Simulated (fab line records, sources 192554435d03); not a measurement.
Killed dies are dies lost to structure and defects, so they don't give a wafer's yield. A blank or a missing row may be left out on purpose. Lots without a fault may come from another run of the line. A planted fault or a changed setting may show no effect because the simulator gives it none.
Chamber matching | flow n5_finfet | N5_GATE_CUT_ETCH_58 on rie_diel-02: 4 sister chambers
The step etches SiNx in CH3F/O2, target depth 17 nm, time 128.6 s. 16 wafers are shown with their chamber, then 8 later ones without.

WAFERS WITH THEIR CHAMBER
wafer  | chamber | drypump_motor_current_A (A) | throttle_valve_pct (%) | oes_product_au (a.u.)
L079.4 | 1       | 6.4                         | 16.16                  | 0.92
L079.5 | 1       | 6.4                         | 16.14                  | 0.92
L079.6 | 0       | 5.8                         | 15.97                  | 0.83
L080.2 | 0       | 5.8                         | 15.94                  | 0.83
L080.3 | 2       | 6.1                         | 16.30                  | 0.86
L080.6 | 3       | 4.7                         | 15.93                  | 0.86
L081.1 | 1       | 6.3                         | 16.15                  | 0.91
L081.4 | 3       | 4.7                         | 15.93                  | 0.86
L081.5 | 3       | 4.7                         | 15.94                  | 0.85
L089.3 | 2       | 6.1                         | 16.30                  | 0.83
L089.4 | 0       | 5.8                         | 16.00                  | 0.81
L089.6 | 2       | 6.1                         | 16.32                  | 0.84
L088.1 | 3       | 4.7                         | 15.97                  | 0.84
L088.4 | 1       | 6.4                         | 16.16                  | 0.90
L088.6 | 1       | 6.4                         | 16.17                  | 0.90
L092.2 | 0       | 5.8                         | 15.99                  | 0.82

SIGNATURES (means of the wafers above)
reading                 | chamber 0 | chamber 1 | chamber 2 | chamber 3 | scatter within a chamber
drypump_motor_current_A | 5.800     | 6.380     | 6.100     | 4.700     | 0.0258
throttle_valve_pct      | 15.9750   | 16.1560   | 16.3067   | 15.9425   | 0.0182
oes_product_au          | 0.8225    | 0.9100    | 0.8433    | 0.8525    | 0.0109
Rule: a wafer's distance from a chamber is the root of the sum, over the readings, of the square of ((its reading less the chamber's mean) divided by the reading's scatter). The wafer belongs to the nearest chamber; if the next one is less than 2 further off, it can't be placed. The scatter: the root of (the sum of the squares of (reading less its chamber's mean) over the shown wafers, divided by (wafers less chambers)).

WAFERS WITHOUT THEIR CHAMBER
wafer  | drypump_motor_current_A (A) | throttle_valve_pct (%) | oes_product_au (a.u.)
L092.4 | 5.8                         | 15.99                  | 0.81
L092.5 | 6.1                         | 16.33                  | 0.83
L095.1 | 5.7                         | 16.01                  | 0.79
L095.3 | 6.1                         | 16.33                  | 0.82
L095.6 | 6.1                         | 16.34                  | 0.82
L096.2 | 5.7                         | 15.99                  | 0.81
L096.4 | 4.7                         | 15.98                  | 0.82
L096.6 | 6.1                         | 16.35                  | 0.82

WHICH CHAMBER EACH WENT THROUGH
wafer  | from the rows above | in truth
L092.4 | 0                   | 0
L092.5 | 2                   | 2
L095.1 | 0                   | 0
L095.3 | 2                   | 2
L095.6 | 2                   | 2
L096.2 | 0                   | 0
L096.4 | 3                   | 3
L096.6 | 2                   | 2
Placed correctly: 8 of 8. Can't be placed from these rows: 0. Placed wrongly: 0.
